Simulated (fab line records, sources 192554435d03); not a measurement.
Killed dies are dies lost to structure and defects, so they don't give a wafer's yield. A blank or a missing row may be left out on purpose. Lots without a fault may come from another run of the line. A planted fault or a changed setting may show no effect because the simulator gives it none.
fab line records | flow n5_finfet | part 2 of 2: steps 5 to 6 of 6
record lots=22 wafers=66 last_day=24
route steps=1938 shown BEOL_M5@1180 BEOL_M6@1211
lots that met no fault: from a run of the same line without faults
start_h: hours from the record's first day to the start of the lot's first wafer shown | wait_h: hours since the lot's step before | " the same as in the row above | L1.1+2: a row that stands for several wafers | - no value, or no start given | * or withheld: withheld | < > ~ a bound
route shown NAME@n: a module of which the file shows steps, and the number in the route of the first | usual: mean/standard deviation of fault-free wafers | same: alike in all rows | chamber/n: place in a boat | sites: the reading at each site | _std_site: their standard deviation | _edge_site: outer sites' mean less inner sites' | radius_mm: how far each site lies from the wafer's centre | mask NAME#n: copy n | behind: the tool/chamber that last shaped the wafer | hold: why the lot was held/for how many hours/how that ended | device: the transistor (n, p or np) that didn't switch | end of line: the same wafers' tests at the end of the route | a step without rows: its recipe alone | killed: dies lost to structure and defects at the first sort, not the wafer's yield | map: a wafer's dies, x killed, . not, _ none there
set.NAME: the setting as run; set.NAME@STEP: as run at that earlier step | model.NAME: the simulator's own value behind a step, which no gauge read
steps of the route over a sample of lots; a table a step, a row a wafer
services: from which hour (start_h, from the record's first day; less than 0 if before it) a tool's chamber was out of use, for how many hours, and why
## steps
# step N5_BEOL_M6_TRENCH_ETCH_37
# recipe chemistry=C4F6/O2 target_depth_a=944.35 target=SiCOH_lowk time_s=31.5 ion_energy_ev=250 pressure_mtorr=30 source_w=345 bias_w=185 Ar_flow_sccm=300 C4F6_flow_sccm=10 O2_flow_sccm=10
# usual drypump_motor_current_A=5.8/0.42 oes_ar_750_au=0.80/0.089 oes_o_777_au=0.80/0.093 oes_product_au=0.80/0.092 rf_vpp_V=672/15 showerhead_plenum_p_Torr=2.88/0.1 throttle_valve_pct=20.88/0.23
# columns lot.wafer tool chamber start_h wait_h drypump_motor_current_A oes_ar_750_au oes_o_777_au oes_product_au rf_hours_counter_h rf_vpp_V showerhead_plenum_p_Torr throttle_valve_pct
L078.2 rie_diel-03 1 - - 5.5 0.72 0.73 0.73 215 665 2.92 20.71
L078.4 " 3 " " 6.0 0.94 0.95 0.95 14 660 3.03 20.71
L078.6 " 1 " " 5.5 0.72 0.73 0.73 - 663 2.92 20.71
L077.2 rie_diel-03 1 - - 5.4 0.71 0.73 0.72 224 666 2.92 20.73
L077.3 " 3 " " 6.0 0.92 0.93 0.93 22 657 3.03 20.73
L077.6 " 3 " " 6.0 0.93 0.93 0.93 - 658 3.03 20.73
L074.2 rie_diel-03 1 - - 5.4 0.71 0.72 0.72 230 665 2.92 20.73
L074.4 " 0 " " 6.1 0.69 0.68 0.69 - 687 2.80 21.14
L074.5 " 1 " " 5.5 0.71 0.72 0.72 - 665 2.92 20.73
L079.1 rie_diel-06 2 - - 5.1 0.68 0.67 0.68 250 676 2.79 21.34
L079.2 " 1 " " 6.1 0.86 0.86 0.87 51 666 2.77 20.98
L079.3 " 3 " " 5.9 0.73 0.72 0.70 213 651 2.63 21.26
L084.1 rie_diel-02 3 - - 5.2 0.81 0.82 0.82 82 692 2.89 20.98
L084.2 " 1 " " 6.1 0.75 0.74 0.75 127 682 2.96 20.65
L084.3 " 2 " " 5.7 0.83 0.85 0.85 69 670 2.88 21.04
L076.2 rie_diel-03 3 - - 6.0 0.90 0.89 0.89 40 658 3.02 20.76
L076.4 " 0 " " 6.1 0.68 0.67 0.68 222 686 2.80 21.14
L076.6 " 0 " " 6.1 0.68 0.67 0.68 - 686 2.79 21.14
L083.1 rie_diel-03 1 - - 5.4 0.70 0.71 0.71 244 664 2.91 20.75
L083.3 " 3 " " 6.0 0.89 0.89 0.90 43 657 3.02 20.77
L083.4 " 2 " " 5.9 0.93 0.93 0.93 13 659 3.03 20.55
L081.2 rie_diel-02 0 - - 6.5 0.76 0.77 0.76 106 699 2.86 21.07
L081.3 " 1 " " 6.1 0.74 0.73 0.74 138 682 2.96 20.67
L081.5 " 0 " " 6.5 0.77 0.76 0.75 - 698 2.86 21.08
L085.1 rie_diel-06 2 - - 5.1 0.91 0.89 0.94 6 675 2.79 20.94
L085.4 " 1 " " 6.1 0.83 0.82 0.84 69 665 2.76 21.00
L085.5 " 0 " " 5.1 0.83 0.85 0.82 - 659 2.88 20.79
L087.2 rie_diel-03 0 - - 6.1 0.68 0.67 0.68 230 686 2.79 21.15
L087.4 " 3 " " 6.0 0.88 0.89 0.89 48 656 3.01 20.78
L087.6 " 0 " " 6.1 0.68 0.67 0.68 - 687 2.79 21.13
L082.1 rie_diel-02 2 - - 5.7 0.81 0.84 0.83 84 670 2.87 21.05
L082.5 " 0 " " 6.5 0.76 0.77 0.76 - 701 2.86 21.08
L082.6 " 3 " " 5.2 0.80 0.80 0.80 - 693 2.88 21.01
L091.2 rie_diel-02 2 - - 5.7 0.82 0.83 0.82 85 671 2.87 21.06
L091.4 " 3 " " 5.2 0.79 0.80 0.80 98 692 2.88 21.01
L091.5 " 2 " " 5.7 0.81 0.83 0.82 - 670 2.87 21.06
L086.2 rie_diel-03 2 - - 5.9 0.92 0.92 0.92 20 659 3.03 20.57
L086.3 " 3 " " 6.0 0.87 0.88 0.89 51 658 3.01 20.79
L086.4 " 3 " " 6.0 0.88 0.88 0.89 - 659 3.01 20.78
L090.2 rie_diel-06 2 - - 5.1 0.90 0.89 0.93 8 678 2.79 20.92
L090.5 " 1 " " 6.1 0.83 0.83 0.84 - 665 2.76 21.02
L090.6 " 0 " " 5.0 0.84 0.84 0.83 - 660 2.88 20.79
L088.3 rie_diel-06 0 - - 5.1 0.82 0.85 0.83 88 658 2.88 20.80
L088.4 " 1 " " 6.1 0.83 0.83 0.83 71 665 2.76 21.00
L088.5 " 1 " " 6.1 0.82 0.84 0.82 - 666 2.76 21.02
L089.2 rie_diel-06 3 - - 5.9 0.71 0.70 0.68 234 651 2.62 21.29
L089.4 " 2 " " 5.1 0.90 0.88 0.92 - 676 2.79 20.93
L089.5 " 3 " " 6.0 0.71 0.70 0.69 - 649 2.62 21.29
L092.2 rie_diel-02 3 - - 5.2 0.79 0.79 0.79 109 692 2.88 21.03
L092.3 " 0 " " 6.5 0.75 0.75 0.74 123 700 2.86 21.11
L092.4 " 2 " " 5.7 0.81 0.82 0.82 96 670 2.87 21.09
L093.2 rie_diel-03 1 - - 5.5 0.97 0.98 0.98 4 665 2.91 20.43
L093.3 " 2 " " 5.9 0.89 0.90 0.89 34 658 3.02 20.59
L093.4 " 0 " " 6.1 0.67 0.66 0.67 246 685 2.78 21.18
L095.4 rie_diel-03 2 - - 5.9 0.90 0.90 0.89 35 660 3.02 20.60
L095.5 " 1 " " 5.5 0.97 0.99 0.98 - 664 2.91 20.45
L095.6 " 0 " " 6.1 0.67 0.66 0.66 - 687 2.78 21.17
L094.3 rie_diel-03 1 - - 5.4 0.95 0.96 0.96 11 664 2.90 20.44
L094.4 " 2 " " 5.9 0.88 0.88 0.87 - 660 3.02 20.61
L094.6 " 1 " " 5.4 0.94 0.95 0.95 - 664 2.90 20.46
L096.1 rie_diel-03 1 - - 5.5 0.94 0.96 0.95 13 665 2.90 20.46
L096.2 " 2 " " 5.9 0.88 0.89 0.88 43 660 3.02 20.60
L096.6 " 2 " " 5.9 0.87 0.88 0.87 - 659 3.02 20.60
L097.1 rie_diel-02 3 - - 5.2 0.77 0.77 0.78 122 692 2.87 21.05
L097.4 " 1 " " 6.2 0.72 0.71 0.70 166 679 2.94 20.68
L097.6 " 3 " " 5.2 0.78 0.77 0.78 - 692 2.87 21.06
# step N5_BEOL_M6_STRIP_80
# recipe chemistry=N2/H2 time_s=10 power_w=450 temp_c=40 pressure_mtorr=20 rf_frequency_hz=6e+07 bias_power_w=7 n2_flow_sccm=200 h2_flow_sccm=200
# usual drypump_motor_current_A=5.8/0.42 oes_product_au=0.81/0.091 rf_vpp_V=59.4/0.9 showerhead_plenum_p_Torr=2.57/0.099 throttle_valve_pct=23.56/0.21
# columns lot.wafer tool chamber start_h wait_h drypump_motor_current_A oes_product_au rf_hours_counter_h rf_vpp_V showerhead_plenum_p_Torr throttle_valve_pct
L078.2 rie_diel-03 1 - - 5.5 0.74 215 59.6 2.62 23.29
L078.4 " 3 " " 6.0 0.96 14 59.1 2.70 23.43
L078.6 " 1 " " 5.5 0.73 - 59.5 2.62 23.28
L077.2 rie_diel-03 1 - - 5.5 0.72 224 59.9 2.62 23.28
L077.3 " 3 " " 6.0 0.93 23 58.9 2.70 23.46
L077.6 " 3 " " 6.0 0.93 - 59.0 2.70 23.46
L074.2 rie_diel-03 1 - - 5.5 0.72 230 58.9 2.61 23.30
L074.4 " 3 " " 6.0 0.92 - 61.0 2.69 23.46
L074.5 " 3 " " 6.0 0.92 - 61.0 2.69 23.48
L079.1 rie_diel-06 2 - - 5.1 0.70 250 58.9 2.49 23.93
L079.2 " 1 " " 6.2 0.87 51 58.3 2.48 23.93
L079.3 " 3 " " 6.0 0.70 213 59.4 2.31 23.83
L084.1 rie_diel-02 3 - - 5.2 0.82 82 58.4 2.56 23.68
L084.2 " 1 " " 6.2 0.76 127 61.5 2.67 23.48
L084.3 " 2 " " 5.7 0.84 69 57.4 2.57 23.75
L076.2 rie_diel-03 3 - - 6.0 0.90 40 59.0 2.69 23.48
L076.4 " 0 " " 6.1 0.68 222 59.6 2.48 23.69
L076.6 " 0 " " 6.1 0.68 - 60.1 2.48 23.69
L083.1 rie_diel-03 1 - - 5.5 0.71 244 60.5 2.61 23.31
L083.3 " 3 " " 6.0 0.89 43 60.4 2.69 23.48
L083.4 " 2 " " 5.9 0.93 13 59.6 2.70 23.30
L081.2 rie_diel-02 0 - - 6.5 0.75 106 59.8 2.55 23.55
L081.3 " 1 " " 6.1 0.75 138 59.1 2.66 23.49
L081.5 " 0 " " 6.5 0.76 - 59.5 2.55 23.52
L085.1 rie_diel-06 2 - - 5.1 0.94 6 59.1 2.48 23.49
L085.4 " 1 " " 6.1 0.84 69 59.3 2.47 23.95
L085.5 " 0 " " 5.0 0.83 - 61.1 2.57 23.78
L087.2 rie_diel-03 0 - - 6.1 0.67 230 59.7 2.48 23.71
L087.4 " 3 " " 6.0 0.88 49 60.7 2.68 23.51
L087.6 " 0 " " 6.1 0.68 - 60.5 2.48 23.71
L082.1 rie_diel-02 2 - - 5.7 0.82 84 60.0 2.57 23.79
L082.5 " 0 " " 6.5 0.75 - 58.7 2.55 23.54
L082.6 " 3 " " 5.2 0.80 - 61.3 2.55 23.68
L091.2 rie_diel-02 2 - - 5.7 0.82 85 58.6 2.57 23.78
L091.4 " 3 " " 5.2 0.80 98 57.9 2.55 23.68
L091.5 " 2 " " 5.7 0.82 - 59.3 2.57 23.80
L086.2 rie_diel-03 2 - - 5.9 0.91 20 58.8 2.70 23.32
L086.3 " 3 " " 6.0 0.88 51 57.1 2.68 23.50
L086.4 " 3 " " 6.0 0.88 - 59.4 2.68 23.49
L090.2 rie_diel-06 2 - - 5.1 0.93 8 60.0 2.48 23.49
L090.5 " 1 " " 6.1 0.84 - 59.9 2.47 23.93
L090.6 " 0 " " 5.0 0.83 - 59.3 2.57 23.79
L088.3 rie_diel-06 0 - - 5.1 0.82 88 59.6 2.57 23.79
L088.4 " 1 " " 6.1 0.84 71 60.5 2.47 23.95
L088.5 " 1 " " 6.1 0.83 - 58.1 2.47 23.93
L089.2 rie_diel-06 3 - - 6.0 0.69 234 59.1 2.30 23.88
L089.4 " 2 " " 5.1 0.92 - 58.7 2.48 23.49
L089.5 " 3 " " 6.0 0.69 - 57.1 2.30 23.86
L092.2 rie_diel-02 3 - - 5.2 0.79 109 60.4 2.55 23.71
L092.3 " 0 " " 6.5 0.75 123 59.9 2.55 23.54
L092.4 " 2 " " 5.7 0.81 96 59.1 2.56 23.80
L093.2 rie_diel-03 1 - - 5.4 0.97 4 59.8 2.60 23.12
L093.3 " 2 " " 5.9 0.89 34 59.1 2.70 23.33
L093.4 " 0 " " 6.1 0.67 246 59.4 2.47 23.73
L095.4 rie_diel-03 2 - - 5.9 0.90 35 59.6 2.69 23.35
L095.5 " 1 " " 5.5 0.97 - 58.8 2.60 23.10
L095.6 " 0 " " 6.1 0.66 - 59.3 2.47 23.73
L094.3 rie_diel-03 1 - - 5.5 0.95 11 60.0 2.60 23.11
L094.4 " 2 " " 5.9 0.88 - 60.4 2.69 23.37
L094.6 " 1 " " 5.4 0.95 - 59.3 2.60 23.12
L096.1 rie_diel-03 1 - - 5.5 0.94 13 59.6 2.60 23.13
L096.2 " 2 " " 5.9 0.88 43 58.6 2.69 23.37
L096.6 " 2 " " 5.9 0.88 - 60.0 2.69 23.35
L097.1 rie_diel-02 3 - - 5.2 0.77 122 59.7 2.54 23.73
L097.4 " 1 " " 6.2 0.72 166 59.4 2.65 23.50
L097.6 " 3 " " 5.2 0.77 - 58.3 2.54 23.74
## services
# columns tool chamber start_h hours kind
rie_diel-03 - 317.07 1.1 repair
rie_diel-02 - 322.47 0.1 repair
rie_diel-06 1 343.30 4.5 repair
rie_diel-03 2 345.47 - clean
rie_diel-03 2 345.47 - consumable_replace:focus_ring
rie_diel-03 2 345.47 - consumable_replace:showerhead
rie_diel-03 2 345.47 21.8 scheduled_down
rie_diel-03 2 345.47 21.8 vent_cycle
rie_diel-06 1 355.00 6.7 repair
rie_diel-06 2 370.00 - clean
rie_diel-02 - 374.32 0.4 repair
rie_diel-03 1 421.12 - clean
rie_diel-03 1 421.12 - consumable_replace:focus_ring
rie_diel-03 1 421.12 22.3 scheduled_down
rie_diel-03 1 421.12 22.3 vent_cycle
pvd_sputter-01 - 437.89 2.9 repair
pvd_sputter-01 - 460.30 2.2 repair
pvd_sputter-01 - 466.61 5.2 repair
rie_diel-03 3 468.17 1.3 repair
rie_diel-03 0 471.15 - clean
rie_diel-03 0 471.15 - consumable_replace:focus_ring
rie_diel-03 0 471.15 21.0 scheduled_down
rie_diel-03 0 471.15 21.0 vent_cycle
rie_diel-02 1 474.38 3.1 repair
